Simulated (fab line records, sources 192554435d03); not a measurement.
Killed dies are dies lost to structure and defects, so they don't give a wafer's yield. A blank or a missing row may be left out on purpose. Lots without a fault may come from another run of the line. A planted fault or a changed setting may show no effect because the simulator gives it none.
Chamber matching | flow n5_finfet | N5_BEOL_M5_DESCUM_16 on rie_diel-06: 4 sister chambers
The step chemistry O2, time 7 s. 4 wafers are shown with their chamber, then 8 later ones without.

WAFERS WITH THEIR CHAMBER
wafer  | chamber | throttle_valve_pct (%)
L084.1 | 0       | 20.43
L084.5 | 2       | 20.63
L084.6 | 1       | 19.79
L088.2 | 3       | 20.46

WAFERS WITHOUT THEIR CHAMBER
wafer  | throttle_valve_pct (%)
L088.5 | 19.80
L088.6 | 20.43
L091.1 | 20.64
L091.3 | 20.43
L091.4 | 19.81
L096.1 | 20.67
L096.2 | 19.82
L096.4 | 20.47

WHICH CHAMBER EACH WENT THROUGH
wafer  | from the rows above     | in truth
L088.5 | 1                       | 1
L088.6 | can't be placed: 0 or 3 | 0
L091.1 | 2                       | 2
L091.3 | can't be placed: 0 or 3 | 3
L091.4 | 1                       | 1
L096.1 | 2                       | 2
L096.2 | 1                       | 1
L096.4 | can't be placed: 3 or 0 | 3
Placed correctly: 5 of 8. Can't be placed from these rows: 3 (the true chamber is among the candidates in 3). Placed wrongly: 0.
How it was worked out, from the rows above alone: a wafer's distance from a chamber is the root of the sum, over the readings, of the square of ((its reading less the chamber's mean) divided by the reading's scatter). The wafer belongs to the nearest chamber; if the next one is less than 2 further off, it can't be placed. A chamber's mean is the mean of its shown wafers. The scatter: with one shown wafer a chamber, the root of the mean of the squares of how far each hidden wafer lies from its nearest shown one.
